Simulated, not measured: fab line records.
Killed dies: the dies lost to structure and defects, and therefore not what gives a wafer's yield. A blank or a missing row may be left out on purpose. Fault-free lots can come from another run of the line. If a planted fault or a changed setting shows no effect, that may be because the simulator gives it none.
fab line records | flow n5_finfet | part 1 of 2: steps 1 to 20 of 31
record: lots: 5 | wafers: 15 | last_day: 18
route steps=1938 shown BEOL_M9@1406
lots untouched by any fault: they come from a run of this same line in which no faults occurred
start_h: the number of hours between the record's first day and the start of the first shown wafer of the lot | wait_h: time in hours since the lot's previous step | " as in the row above | L1.1+2: several wafers, shown together as one row | - no value present, or no start provided | * or withheld: withheld | < > ~ a bound
route shown NAME@n: NAME is a module with steps in the file, n the number in the route of the first one | usual: mean/standard deviation taken from wafers without a fault | same: alike in all rows | chamber/n: place in a boat | sites: readings site by site | _std_site: their standard deviation | _edge_site: the outer-site mean with the inner-site mean subtracted | radius_mm: how far each site lies from the wafer's centre | mask NAME#n: copy n | behind: the most recent tool/chamber to have shaped the wafer | hold: reason for holding the lot/hours on hold/outcome of the hold | device: which transistor (n, p or np) failed to switch | end of line: the tests these same wafers got at the end of their route | step lacking rows: just its recipe | killed: at the first sort, the dies lost to defects and structure; wafer yield is something else | map: the dies of a wafer, with x for killed, . for not killed, _ for no die there
set.NAME: the run value of the setting; set.NAME@STEP: its run value at that earlier step | model.NAME: the simulator's own value behind a step, which no gauge read
lots at some steps of the route; a table a step, a row a wafer
services: the hour from which a tool's chamber was out of use, counted from the record's first day as start_h (under 0 if before that day), plus the number of hours and why
== steps ==
step: N5_BEOL_M9_COAT_59
recipe: resist: SOC | temp_c: 250 | time_s: 60 | spin_rpm: 1500 | resist_thk_nm: 100
usual: exhaust_pa: 45.0/0.96
lot.wafer | tool           | chamber | start_h | wait_h | exhaust_pa
L083.4    | litho_track-05 | 0       | 291.19  | 0.1    | 43.7
L083.5    | "              | 0       | "       | "      | 44.9
L083.6    | "              | 0       | "       | "      | 44.6
L084.2    | litho_track-02 | 0       | 296.94  | 0.1    | 45.2
L084.3    | "              | 0       | "       | "      | 44.7
L084.4    | "              | 0       | "       | "      | 44.9
L086.2    | litho_track-03 | 0       | 320.00  | 0.1    | 44.3
L086.4    | "              | 0       | "       | "      | 43.5
L086.6    | "              | 0       | "       | "      | 43.4
L092.1    | litho_track-03 | 0       | 333.85  | 0.1    | 44.7
L092.4    | "              | 0       | "       | "      | 45.7
L092.5    | "              | 0       | "       | "      | 44.1
L095.2    | litho_track-03 | 0       | 359.34  | 0.1    | 43.6
L095.3    | "              | 0       | "       | "      | 45.7
L095.5    | "              | 0       | "       | "      | 44.9
step: N5_BEOL_M9_COAT_60
recipe: resist: SiARC | temp_c: 220 | time_s: 60 | spin_rpm: 1500 | resist_thk_nm: 30
usual: exhaust_pa: 45.0/0.77
lot.wafer | tool           | chamber | start_h | wait_h | exhaust_pa
L083.4    | litho_track-05 | 0       | -       | -      | 43.8
L083.5    | "              | 0       | "       | "      | 44.3
L083.6    | "              | 0       | "       | "      | 45.1
L084.2    | litho_track-02 | 0       | -       | -      | 45.8
L084.3    | "              | 0       | "       | "      | 45.1
L084.4    | "              | 0       | "       | "      | 45.0
L086.2    | litho_track-03 | 0       | -       | -      | 44.2
L086.4    | "              | 0       | "       | "      | 43.5
L086.6    | "              | 0       | "       | "      | 44.9
L092.1    | litho_track-03 | 0       | -       | -      | 44.9
L092.4    | "              | 0       | "       | "      | 44.6
L092.5    | "              | 0       | "       | "      | 44.9
L095.2    | litho_track-03 | 0       | -       | -      | 45.9
L095.3    | "              | 0       | "       | "      | 45.8
L095.5    | "              | 0       | "       | "      | 44.3
step: N5_BEOL_M9_COAT_05
recipe: resist: CAR-ArF | spin_rpm: 1500 | resist_thk_nm: 90
usual: exhaust_pa: 45.1/0.86
lot.wafer | tool           | chamber | start_h | wait_h | exhaust_pa
L083.4    | litho_track-05 | 0       | -       | -      | 43.4
L083.5    | "              | 0       | "       | "      | 43.7
L083.6    | "              | 0       | "       | "      | 45.0
L084.2    | litho_track-02 | 0       | -       | -      | 44.8
L084.3    | "              | 0       | "       | "      | 44.5
L084.4    | "              | 0       | "       | "      | 44.6
L086.2    | litho_track-03 | 0       | -       | -      | 44.9
L086.4    | "              | 0       | "       | "      | 46.1
L086.6    | "              | 0       | "       | "      | 45.9
L092.1    | litho_track-03 | 0       | -       | -      | 45.5
L092.4    | "              | 0       | "       | "      | 46.2
L092.5    | "              | 0       | "       | "      | 45.3
L095.2    | litho_track-03 | 0       | -       | -      | 44.0
L095.3    | "              | 0       | "       | "      | 45.3
L095.5    | "              | 0       | "       | "      | 44.3
step: N5_BEOL_M9_EBR_07
recipe: solvent: PGMEA | ebr_width_mm: 1.5
usual: exhaust_pa: 45.1/0.88
lot.wafer | tool           | chamber | start_h | wait_h | exhaust_pa
L083.4    | litho_track-05 | 0       | -       | -      | 45.6
L083.5    | "              | 0       | "       | "      | 45.3
L083.6    | "              | 0       | "       | "      | 44.2
L084.2    | litho_track-02 | 0       | -       | -      | 45.7
L084.3    | "              | 0       | "       | "      | 44.8
L084.4    | "              | 0       | "       | "      | 44.2
L086.2    | litho_track-03 | 0       | -       | -      | 45.0
L086.4    | "              | 0       | "       | "      | 45.0
L086.6    | "              | 0       | "       | "      | 44.8
L092.1    | litho_track-03 | 0       | -       | -      | 44.2
L092.4    | "              | 0       | "       | "      | 44.5
L092.5    | "              | 0       | "       | "      | 44.4
L095.2    | litho_track-03 | 0       | -       | -      | 43.2
L095.3    | "              | 0       | "       | "      | 44.1
L095.5    | "              | 0       | "       | "      | 44.3
step: N5_BEOL_M9_SOFTBAKE_06
recipe: temp_c: 110 | time_s: 60 | resist: CAR-ArF
usual: exhaust_pa: 44.9/0.94
lot.wafer | tool           | chamber | start_h | wait_h | exhaust_pa
L083.4    | litho_track-05 | 0       | -       | -      | 44.8
L083.5    | "              | 0       | "       | "      | 44.9
L083.6    | "              | 0       | "       | "      | 45.4
L084.2    | litho_track-02 | 0       | -       | -      | 44.2
L084.3    | "              | 0       | "       | "      | 44.2
L084.4    | "              | 0       | "       | "      | 44.6
L086.2    | litho_track-03 | 0       | -       | -      | 46.4
L086.4    | "              | 0       | "       | "      | 46.4
L086.6    | "              | 0       | "       | "      | 45.2
L092.1    | litho_track-03 | 0       | -       | -      | 45.7
L092.4    | "              | 0       | "       | "      | 46.4
L092.5    | "              | 0       | "       | "      | 46.2
L095.2    | litho_track-03 | 0       | -       | -      | 44.4
L095.3    | "              | 0       | "       | "      | 44.5
L095.5    | "              | 0       | "       | "      | 46.1
step: N5_BEOL_M9_EXPOSE_08
recipe: mask_id: M9 | na: 1.35 | source_shape: dipole | sigma_inner: 0.411 | sigma_outer: 0.611 | polarization: te | dose_mj: 53.75
lot.wafer  | tool            | chamber | start_h | wait_h | mask
L083.4+5+6 | arfi_scanner-02 | 0       | 291.33  | -      | M9#0
L084.2+3+4 | arfi_scanner-03 | 0       | 297.19  | -      | M9#0
L086.2+4+6 | arfi_scanner-01 | 0       | 320.12  | -      | M9#0
L092.1+4+5 | arfi_scanner-01 | 0       | 334.09  | -      | M9#0
L095.2+3+5 | arfi_scanner-03 | 0       | 359.59  | -      | M9#0
step: N5_BEOL_M9_PEB_09
recipe: peb_temp_c: withheld | peb_time_s: 60 | resist: CAR-ArF
usual: exhaust_pa: 45.1/0.93
lot.wafer | tool           | chamber | start_h | wait_h | exhaust_pa
L083.4    | litho_track-05 | 0       | 291.37  | 0.0    | 44.9
L083.5    | "              | 0       | "       | "      | 45.3
L083.6    | "              | 0       | "       | "      | 45.8
L084.2    | litho_track-03 | 0       | 297.24  | 0.0    | 45.8
L084.3    | "              | 0       | "       | "      | 45.9
L084.4    | "              | 0       | "       | "      | 46.7
L086.2    | litho_track-03 | 0       | 320.18  | 0.0    | 45.8
L086.4    | "              | 0       | "       | "      | 44.7
L086.6    | "              | 0       | "       | "      | 45.6
L092.1    | litho_track-05 | 0       | 334.15  | 0.1    | 44.3
L092.4    | "              | 0       | "       | "      | 42.9
L092.5    | "              | 0       | "       | "      | 42.5
L095.2    | litho_track-03 | 0       | 359.65  | 0.0    | 45.9
L095.3    | "              | 0       | "       | "      | 44.8
L095.5    | "              | 0       | "       | "      | 44.9
step: N5_BEOL_M9_DEVELOP_10
recipe: develop_time_s: 30 | developer: TMAH | resist: CAR-ArF | rinse_liquid: diw | dry: air_spin | dev_temp_c: 23
usual: exhaust_pa: 45.0/0.87
lot.wafer | tool           | chamber | start_h | wait_h | exhaust_pa
L083.4    | litho_track-05 | 0       | -       | -      | 46.1
L083.5    | "              | 0       | "       | "      | 45.7
L083.6    | "              | 0       | "       | "      | 45.7
L084.2    | litho_track-03 | 0       | -       | -      | 43.8
L084.3    | "              | 0       | "       | "      | 44.7
L084.4    | "              | 0       | "       | "      | 45.1
L086.2    | litho_track-03 | 0       | -       | -      | 44.4
L086.4    | "              | 0       | "       | "      | 45.2
L086.6    | "              | 0       | "       | "      | 44.0
L092.1    | litho_track-05 | 0       | -       | -      | 44.9
L092.4    | "              | 0       | "       | "      | 44.7
L092.5    | "              | 0       | "       | "      | 45.6
L095.2    | litho_track-03 | 0       | -       | -      | 45.6
L095.3    | "              | 0       | "       | "      | 46.0
L095.5    | "              | 0       | "       | "      | 44.2
step: N5_BEOL_M9_CD_MEAS_11
recipe: target_cd_nm: 64.1 | landing_energy_ev: 500 | detector: se_inlens | polarity: opening
usual: cd_nm: 64.2/0.53
lot.wafer | tool      | chamber | start_h | wait_h | cd_nm
L083.4    | cd_sem-03 | 0       | 291.44  | -      | 65.1
L083.5    | "         | 0       | "       | "      | 65.0
L083.6    | "         | 0       | "       | "      | 65.5
L084.2    | cd_sem-03 | 0       | 297.31  | -      | 63.6
L084.3    | "         | 0       | "       | "      | 64.0
L084.4    | "         | 0       | "       | "      | 64.2
L086.2    | cd_sem-02 | 0       | 320.24  | -      | 63.6
L086.4    | "         | 0       | "       | "      | 63.6
L086.6    | "         | 0       | "       | "      | 63.9
L092.1    | cd_sem-02 | 0       | 334.22  | -      | 63.3
L092.4    | "         | 0       | "       | "      | 63.1
L092.5    | "         | 0       | "       | "      | 62.9
L095.2    | cd_sem-02 | 0       | 359.71  | -      | 63.7
L095.3    | "         | 0       | "       | "      | 64.0
L095.5    | "         | 0       | "       | "      | 64.0
step: N5_BEOL_M9_OVL_MEAS_12
recipe: points_per_wafer: 44
usual: M9_OVL: 0.0/0.65
lot.wafer | tool       | chamber | start_h | wait_h | M9_OVL[nm]
L083.4    | overlay-01 | 0       | 291.48  | 0.0    | -0.5
L083.5    | "          | 0       | "       | "      | 0.0
L083.6    | "          | 0       | "       | "      | 0.6
L084.2    | overlay-02 | 0       | 297.34  | 0.0    | -1.4
L084.3    | "          | 0       | "       | "      | -0.7
L084.4    | "          | 0       | "       | "      | -0.1
L086.2    | overlay-01 | 0       | 320.27  | 0.0    | -1.4
L086.4    | "          | 0       | "       | "      | -1.2
L086.6    | "          | 0       | "       | "      | -0.2
L092.1    | overlay-02 | 0       | 334.25  | 0.0    | -0.3
L092.4    | "          | 0       | "       | "      | -1.1
L092.5    | "          | 0       | "       | "      | -0.3
L095.2    | overlay-02 | 0       | 359.74  | 0.0    | -0.2
L095.3    | "          | 0       | "       | "      | 0.0
L095.5    | "          | 0       | "       | "      | -0.1
step: N5_BEOL_M9_INSPECT_13
recipe: mode: adi | inspect_instrument: brightfield
usual: raw_defect_count: 419/83
lot.wafer | tool              | chamber | start_h | wait_h | raw_defect_count
L083.4    | defect_inspect-02 | -       | 291.50  | 0.0    | 420
L083.5    | "                 | -       | "       | "      | 343
L083.6    | "                 | -       | "       | "      | 499
L084.2    | defect_inspect-02 | -       | 297.36  | 0.0    | 387
L084.3    | "                 | -       | "       | "      | 407
L084.4    | "                 | -       | "       | "      | 486
L086.2    | defect_inspect-02 | -       | 320.30  | 0.0    | 348
L086.4    | "                 | -       | "       | "      | 396
L086.6    | "                 | -       | "       | "      | 244
L092.1    | defect_inspect-01 | -       | 334.27  | 0.0    | 434
L092.4    | "                 | -       | "       | "      | 296
L092.5    | "                 | -       | "       | "      | 366
L095.2    | defect_inspect-02 | -       | 359.77  | 0.0    | 630
L095.3    | "                 | -       | "       | "      | 504
L095.5    | "                 | -       | "       | "      | 384
step: N5_BEOL_M9_DESCUM_16
recipe: chemistry: O2 | time_s: 7.9 | source_power_w: 50 | bias_power_w: 20 | pressure_mtorr: 20 | rf_frequency_hz: 2.712e+07 | temp_c: 40 | resist: CAR-ArF | o2_flow_sccm: 225
usual: drypump_motor_current_A: 5.8/0.5 | oes_product_au: 0.76/0.073 | rf_vpp_V: 242.9/1.4 | showerhead_plenum_p_Torr: 2.08/0.067 | throttle_valve_pct: 20.51/0.29
lot.wafer | tool        | chamber | start_h | wait_h | drypump_motor_current_A | oes_product_au | rf_hours_counter_h | rf_vpp_V | showerhead_plenum_p_Torr | throttle_valve_pct
L083.4    | rie_diel-01 | 2       | 291.55  | 0.0    | 5.7                     | 0.72           | -                  | 243.8    | 2.14                     | 20.54
L083.5    | "           | 0       | "       | "      | 6.2                     | 0.88           | -                  | 242.5    | 2.05                     | 19.99
L083.6    | "           | 1       | "       | "      | 6.2                     | 0.69           | -                  | 241.0    | 1.97                     | 20.62
L084.2    | rie_diel-04 | 0       | 297.40  | 0.0    | 5.9                     | 0.68           | 247                | 244.4    | 2.14                     | 20.33
L084.3    | "           | 2       | "       | "      | 5.2                     | 0.88           | 30                 | 240.3    | 2.05                     | 20.26
L084.4    | "           | 1       | "       | "      | 6.1                     | 0.76           | 155                | 241.2    | 2.00                     | 20.78
L086.2    | rie_diel-01 | 1       | 320.37  | 0.1    | 6.3                     | 0.69           | 233                | 240.1    | 1.97                     | 20.61
L086.4    | "           | 3       | "       | "      | 6.2                     | 0.72           | 211                | 242.9    | 2.17                     | 20.32
L086.6    | "           | 1       | "       | "      | 6.2                     | 0.69           | -                  | 242.2    | 1.97                     | 20.63
L092.1    | rie_diel-03 | 1       | 334.31  | 0.0    | 6.1                     | 0.69           | 236                | 245.0    | 2.17                     | 20.76
L092.4    | "           | 0       | "       | "      | 5.0                     | 0.70           | 204                | 242.5    | 2.08                     | 20.90
L092.5    | "           | 3       | "       | "      | 6.4                     | 0.79           | -                  | 241.7    | 2.03                     | 20.49
L095.2    | rie_diel-01 | 3       | 359.80  | 0.0    | 6.2                     | 0.71           | 223                | 245.3    | 2.16                     | 20.34
L095.3    | "           | 0       | "       | "      | 6.1                     | 0.84           | 53                 | 242.5    | 2.04                     | 20.03
L095.5    | "           | 0       | "       | "      | 6.2                     | 0.85           | -                  | 242.9    | 2.04                     | 20.03
step: N5_BEOL_M9_ETCH_61
recipe: chemistry: CF4 | target: SiARC | target_depth_a: 390 | mask_material: CAR-ArF | time_s: 65 | ion_energy_ev: 80 | pressure_mtorr: 40 | source_w: 545 | bias_w: 36 | Ar_flow_sccm: 100 | cf4_flow_sccm: 100 | ends: cleared
usual: bias_w: 36.00/0.11 | drypump_motor_current_A: 5.8/0.5 | etch_rf_on_time_s: 65.2/1.8 | oes_product_au: 0.65/0.064 | rf_vpp_V: 183.8/1.1 | showerhead_plenum_p_Torr: 2.13/0.063 | throttle_valve_pct: 15.69/0.28
lot.wafer | tool        | chamber | start_h | wait_h | bias_w | drypump_motor_current_A | etch_rf_on_time_s | oes_product_au | rf_hours_counter_h | rf_vpp_V | showerhead_plenum_p_Torr | throttle_valve_pct
L083.4    | rie_diel-01 | 2       | 291.59  | 0.0    | 35.98  | 5.7                     | 65.8              | 0.63           | -                  | 183.3    | 2.21                     | 15.82
L083.5    | "           | 0       | "       | "      | 35.93  | 6.1                     | 65.6              | 0.74           | -                  | 182.6    | 2.09                     | 15.16
L083.6    | "           | 1       | "       | "      | 36.02  | 6.3                     | 65.5              | 0.58           | -                  | 182.8    | 2.04                     | 15.93
L084.2    | rie_diel-04 | 0       | 297.44  | 0.0    | 36.12  | 5.9                     | 66.7              | 0.57           | 247                | 184.3    | 2.20                     | 15.59
L084.3    | "           | 2       | "       | "      | 35.76  | 5.2                     | 63.8              | 0.77           | 30                 | 183.2    | 2.11                     | 15.41
L084.4    | "           | 1       | "       | "      | 35.96  | 6.1                     | 66.5              | 0.65           | 155                | 181.9    | 2.05                     | 15.95
L086.2    | rie_diel-01 | 1       | 320.41  | 0.0    | 35.97  | 6.2                     | 66.4              | 0.57           | 233                | 183.4    | 2.04                     | 15.93
L086.4    | "           | 3       | "       | "      | 35.86  | 6.2                     | 62.4              | 0.63           | 211                | 185.5    | 2.21                     | 15.52
L086.6    | "           | 1       | "       | "      | 35.97  | 6.3                     | 65.8              | 0.58           | -                  | 183.9    | 2.04                     | 15.93
L092.1    | rie_diel-03 | 1       | 334.34  | 0.0    | 36.14  | 6.1                     | 67.9              | 0.59           | 236                | 184.4    | 2.19                     | 15.87
L092.4    | "           | 0       | "       | "      | 36.00  | 5.0                     | 65.1              | 0.60           | 204                | 184.3    | 2.12                     | 15.98
L092.5    | "           | 3       | "       | "      | 35.95  | 6.4                     | 63.1              | 0.69           | -                  | 182.8    | 2.07                     | 15.54
L095.2    | rie_diel-01 | 3       | 359.84  | 0.0    | 36.23  | 6.2                     | 61.4              | 0.62           | 223                | 184.4    | 2.21                     | 15.53
L095.3    | "           | 0       | "       | "      | 35.88  | 6.2                     | 65.6              | 0.72           | 53                 | 183.7    | 2.09                     | 15.21
L095.5    | "           | 0       | "       | "      | 35.82  | 6.2                     | 65.4              | 0.71           | -                  | 182.5    | 2.09                     | 15.22
step: N5_BEOL_M9_ETCH_62
recipe: chemistry: N2/H2 | target: SOC | target_depth_a: 1100 | overetch_a: 220 | mask_material: SiARC | temp_c: 40 | time_s: 165 | ion_energy_ev: 200 | pressure_mtorr: 30 | source_w: 840 | bias_w: 150 | n2_flow_sccm: 200 | h2_flow_sccm: 200
usual: bias_w: 149.9/0.42 | drypump_motor_current_A: 5.8/0.5 | oes_product_au: 0.65/0.058 | rf_vpp_V: 523.3/2.2 | showerhead_plenum_p_Torr: 2.53/0.075 | throttle_valve_pct: 18.0/0.32
lot.wafer | tool        | chamber | start_h | wait_h | bias_w | drypump_motor_current_A | oes_product_au | rf_hours_counter_h | rf_vpp_V | showerhead_plenum_p_Torr | throttle_valve_pct
L083.4    | rie_diel-01 | 2       | 291.69  | 0.1    | 150.4  | 5.7                     | 0.63           | -                  | 525.2    | 2.62                     | 18.0
L083.5    | "           | 0       | "       | "      | 150.0  | 6.2                     | 0.74           | -                  | 521.8    | 2.50                     | 17.4
L083.6    | "           | 1       | "       | "      | 150.0  | 6.3                     | 0.58           | -                  | 520.2    | 2.43                     | 18.2
L084.2    | rie_diel-04 | 0       | 297.49  | 0.0    | 149.4  | 5.9                     | 0.57           | 247                | 525.9    | 2.61                     | 17.7
L084.3    | "           | 2       | "       | "      | 150.0  | 5.2                     | 0.75           | 30                 | 520.9    | 2.50                     | 17.7
L084.4    | "           | 1       | "       | "      | 150.1  | 6.2                     | 0.64           | 155                | 520.3    | 2.45                     | 18.4
L086.2    | rie_diel-01 | 1       | 320.46  | 0.0    | 149.5  | 6.3                     | 0.58           | 233                | 519.5    | 2.42                     | 18.2
L086.4    | "           | 3       | "       | "      | 150.1  | 6.2                     | 0.61           | 211                | 527.1    | 2.64                     | 17.8
L086.6    | "           | 1       | "       | "      | 149.9  | 6.3                     | 0.58           | -                  | 519.3    | 2.42                     | 18.2
L092.1    | rie_diel-03 | 1       | 334.39  | 0.0    | 150.4  | 6.1                     | 0.60           | 236                | 526.7    | 2.62                     | 18.1
L092.4    | "           | 0       | "       | "      | 150.1  | 5.0                     | 0.59           | 204                | 521.8    | 2.54                     | 18.3
L092.5    | "           | 3       | "       | "      | 150.1  | 6.4                     | 0.68           | -                  | 520.9    | 2.45                     | 17.7
L095.2    | rie_diel-01 | 3       | 359.89  | 0.0    | 149.3  | 6.2                     | 0.60           | 223                | 526.2    | 2.63                     | 17.8
L095.3    | "           | 0       | "       | "      | 149.4  | 6.2                     | 0.71           | 53                 | 522.4    | 2.49                     | 17.4
L095.5    | "           | 0       | "       | "      | 149.5  | 6.1                     | 0.71           | -                  | 522.9    | 2.49                     | 17.4
step: N5_BEOL_M9_STRIP_68
recipe: chemistry: N2/H2 | temp_c: 40 | n2_flow_sccm: 200 | h2_flow_sccm: 200 | rf_frequency_hz: 6e+07
lot.wafer  | tool        | chamber | start_h | wait_h
L083.4+5+6 | rie_diel-01 | 2,0,1   | 291.76  | 0.0
L084.2+3+4 | rie_diel-04 | 0,2,1   | 297.63  | 0.1
L086.2+4+6 | rie_diel-01 | 1,3,1   | 320.59  | 0.1
L092.1+4+5 | rie_diel-03 | 1,0,3   | 334.53  | 0.1
L095.2+3+5 | rie_diel-01 | 3,0,0   | 360.02  | 0.1
step: N5_BEOL_M9_STRIP_67
recipe: chemistry: CF4 | resist: SiARC | power_w: 300 | bias_power_w: 75 | pressure_mtorr: 50 | cf4_flow_sccm: 150 | rf_frequency_hz: 6e+07
usual: drypump_motor_current_A: 5.8/0.5 | oes_product_au: 0.76/0.069 | rf_vpp_V: 270.8/1.4 | showerhead_plenum_p_Torr: 1.78/0.05 | throttle_valve_pct: 13.66/0.29
lot.wafer | tool        | chamber | start_h | wait_h | drypump_motor_current_A | oes_product_au | rf_hours_counter_h | rf_vpp_V | showerhead_plenum_p_Torr | throttle_valve_pct
L083.4    | rie_diel-01 | 2       | 291.77  | 0.0    | 5.7                     | 0.74           | -                  | 272.2    | 1.84                     | 13.78
L083.5    | "           | 0       | "       | "      | 6.2                     | 0.86           | -                  | 270.0    | 1.75                     | 13.14
L083.6    | "           | 1       | "       | "      | 6.2                     | 0.69           | -                  | 269.2    | 1.71                     | 13.90
L084.2    | rie_diel-04 | 0       | 297.64  | 0.0    | 5.9                     | 0.68           | 247                | 270.6    | 1.83                     | 13.57
L084.3    | "           | 2       | "       | "      | 5.2                     | 0.88           | 30                 | 270.0    | 1.76                     | 13.35
L084.4    | "           | 1       | "       | "      | 6.1                     | 0.77           | 155                | 270.7    | 1.72                     | 13.93
L086.2    | rie_diel-01 | 1       | 320.60  | 0.0    | 6.2                     | 0.69           | 233                | 266.7    | 1.71                     | 13.94
L086.4    | "           | 3       | "       | "      | 6.2                     | 0.71           | 211                | 271.8    | 1.85                     | 13.53
L086.6    | "           | 1       | "       | "      | 6.2                     | 0.68           | -                  | 268.2    | 1.71                     | 13.93
L092.1    | rie_diel-03 | 1       | 334.54  | 0.0    | 6.1                     | 0.70           | 236                | 271.5    | 1.83                     | 13.87
L092.4    | "           | 0       | "       | "      | 5.0                     | 0.69           | 204                | 270.2    | 1.77                     | 13.88
L092.5    | "           | 3       | "       | "      | 6.4                     | 0.80           | -                  | 269.3    | 1.73                     | 13.50
L095.2    | rie_diel-01 | 3       | 360.03  | 0.0    | 6.2                     | 0.72           | 223                | 272.2    | 1.85                     | 13.55
L095.3    | "           | 0       | "       | "      | 6.1                     | 0.84           | 53                 | 269.7    | 1.74                     | 13.20
L095.5    | "           | 0       | "       | "      | 6.1                     | 0.83           | -                  | 271.1    | 1.74                     | 13.19
step: N5_BEOL_M9_HM_OPEN_17
recipe: chemistry: Cl2/BCl3 | target_depth_a: 200 | overetch_a: 60 | target: TiN | mask_material: SOC | ion_energy_ev: 150 | pressure_mtorr: 10 | icp_w: 1000 | bias_w: 126 | Cl2_flow_sccm: 53.25 | bcl3_flow_sccm: 21.75 | Ar_flow_sccm: 25
usual: bias_w: 125.9/0.38 | drypump_motor_current_A: 5.7/0.35 | oes_product_au: 0.67/0.12 | throttle_valve_pct: 22.25/0.13
lot.wafer | tool         | chamber | start_h | wait_h | bias_w | drypump_motor_current_A | oes_product_au | rf_hours_counter_h | throttle_valve_pct
L083.4    | rie_metal-01 | 0       | 291.83  | 0.1    | 125.9  | 5.6                     | 0.80           | -                  | 22.22
L083.5    | "            | 1       | "       | "      | 125.7  | 5.7                     | 0.55           | -                  | 22.16
L083.6    | "            | 0       | "       | "      | 126.6  | 5.6                     | 0.80           | -                  | 22.24
L084.2    | rie_metal-01 | 1       | 297.68  | 0.0    | 125.5  | 5.7                     | 0.55           | 108                | 22.15
L084.3    | "            | 1       | "       | "      | 126.3  | 5.7                     | 0.56           | -                  | 22.13
L084.4    | "            | 0       | "       | "      | 125.7  | 5.6                     | 0.80           | -                  | 22.21
L086.2    | rie_metal-02 | 1       | 320.64  | 0.0    | 125.3  | 5.2                     | 0.56           | 94                 | 22.44
L086.4    | "            | 1       | "       | "      | 125.7  | 5.2                     | 0.56           | -                  | 22.44
L086.6    | "            | 1       | "       | "      | 125.3  | 5.3                     | 0.55           | -                  | 22.45
L092.1    | rie_metal-03 | 1       | 334.58  | 0.0    | 126.3  | 6.0                     | 0.62           | 54                 | 22.13
L092.4    | "            | 0       | "       | "      | 125.9  | 6.4                     | 0.57           | -                  | 22.28
L092.5    | "            | 1       | "       | "      | 126.0  | 6.0                     | 0.62           | -                  | 22.14
L095.2    | rie_metal-01 | 0       | 360.07  | 0.0    | 125.7  | 5.6                     | 0.76           | 15                 | 22.23
L095.3    | "            | 0       | "       | "      | 126.1  | 5.6                     | 0.75           | -                  | 22.24
L095.5    | "            | 0       | "       | "      | 126.4  | 5.6                     | 0.75           | -                  | 22.24
step: N5_BEOL_M9_STRIP_19
recipe: chemistry: O2 | power_w: 400 | temp_c: 40 | pressure_mtorr: 30 | rf_frequency_hz: 6e+07 | bias_power_w: 0 | overash_fraction: 0.2 | o2_flow_sccm: 225
usual: drypump_motor_current_A: 5.8/0.5 | oes_product_au: 0.75/0.068 | rf_vpp_V: 3.6/0.61 | showerhead_plenum_p_Torr: 2.09/0.068 | throttle_valve_pct: 16.79/0.26
lot.wafer | tool        | chamber | start_h | wait_h | drypump_motor_current_A | oes_product_au | rf_hours_counter_h | rf_vpp_V | showerhead_plenum_p_Torr | throttle_valve_pct
L083.4    | rie_diel-04 | 2       | 291.91  | 0.1    | 5.2                     | 0.89           | 28                 | 4.3      | 2.05                     | 16.46
L083.5    | "           | 0       | "       | "      | 5.9                     | 0.68           | -                  | 4.1      | 2.15                     | 16.60
L083.6    | "           | 1       | "       | "      | 6.1                     | 0.75           | -                  | 4.4      | 2.00                     | 17.01
L084.2    | rie_diel-01 | 0       | 297.83  | 0.1    | 6.1                     | 0.88           | 34                 | 4.0      | 2.05                     | 16.26
L084.3    | "           | 1       | "       | "      | 6.2                     | 0.69           | 225                | 3.0      | 1.97                     | 16.88
L084.4    | "           | 2       | "       | "      | 5.7                     | 0.73           | 202                | 2.5      | 2.15                     | 16.81
L086.2    | rie_diel-03 | 3       | 320.75  | 0.1    | 6.4                     | 0.80           | 107                | 3.4      | 2.03                     | 16.67
L086.4    | "           | 1       | "       | "      | 6.1                     | 0.70           | 232                | 3.4      | 2.17                     | 17.02
L086.6    | "           | 2       | "       | "      | 4.7                     | 0.73           | -                  | 3.5      | 2.18                     | 17.18
L092.1    | rie_diel-03 | 2       | 334.69  | 0.1    | 4.7                     | 0.73           | 195                | 2.7      | 2.18                     | 17.19
L092.4    | "           | 0       | "       | "      | 5.0                     | 0.70           | 204                | 3.1      | 2.09                     | 17.10
L092.5    | "           | 3       | "       | "      | 6.4                     | 0.79           | -                  | 3.5      | 2.03                     | 16.66
L095.2    | rie_diel-03 | 3       | 360.18  | 0.1    | 6.4                     | 0.78           | 120                | 2.7      | 2.03                     | 16.69
L095.3    | "           | 1       | "       | "      | 6.1                     | 0.69           | 244                | 3.6      | 2.17                     | 17.04
L095.5    | "           | 1       | "       | "      | 6.1                     | 0.69           | -                  | 3.4      | 2.17                     | 17.04
step: N5_BEOL_M9_CD_MEAS_18
recipe: pitch_nm: 140 | target_cd_nm: 70
usual: cd_nm: 70.1/0.59
lot.wafer | tool      | chamber | start_h | wait_h | cd_nm
L083.4    | cd_sem-03 | -       | 291.99  | 0.1    | 71.4
L083.5    | "         | -       | "       | "      | 71.2
L083.6    | "         | -       | "       | "      | 71.4
L084.2    | cd_sem-01 | -       | 297.90  | 0.1    | 69.0
L084.3    | "         | -       | "       | "      | 69.7
L084.4    | "         | -       | "       | "      | 68.9
L086.2    | cd_sem-02 | -       | 320.82  | 0.1    | 69.8
L086.4    | "         | -       | "       | "      | 69.6
L086.6    | "         | -       | "       | "      | 69.6
L092.1    | cd_sem-01 | -       | 334.76  | 0.0    | 69.9
L092.4    | "         | -       | "       | "      | 69.1
L092.5    | "         | -       | "       | "      | 69.1
L095.2    | cd_sem-03 | -       | 360.26  | 0.1    | 69.4
L095.3    | "         | -       | "       | "      | 69.7
L095.5    | "         | -       | "       | "      | 69.6
step: N5_BEOL_M9_COAT_63
recipe: resist: SOC | temp_c: 250 | time_s: 60 | spin_rpm: 1500 | resist_thk_nm: 60
usual: exhaust_pa: 45.1/0.82
lot.wafer | tool           | chamber | start_h | wait_h | exhaust_pa
L083.4    | litho_track-05 | 0       | 293.16  | 1.2    | 45.7
L083.5    | "              | 0       | "       | "      | 45.0
L083.6    | "              | 0       | "       | "      | 46.0
L084.2    | litho_track-02 | 0       | 298.43  | 0.5    | 45.6
L084.3    | "              | 0       | "       | "      | 46.1
L084.4    | "              | 0       | "       | "      | 46.5
L086.2    | litho_track-02 | 0       | 322.81  | 2.0    | 46.3
L086.4    | "              | 0       | "       | "      | 44.7
L086.6    | "              | 0       | "       | "      | 43.6
L092.1    | litho_track-05 | 0       | 334.80  | 0.0    | 45.0
L092.4    | "              | 0       | "       | "      | 45.3
L092.5    | "              | 0       | "       | "      | 44.9
L095.2    | litho_track-05 | 0       | 364.28  | 4.0    | 43.8
L095.3    | "              | 0       | "       | "      | 44.5
L095.5    | "              | 0       | "       | "      | 44.2
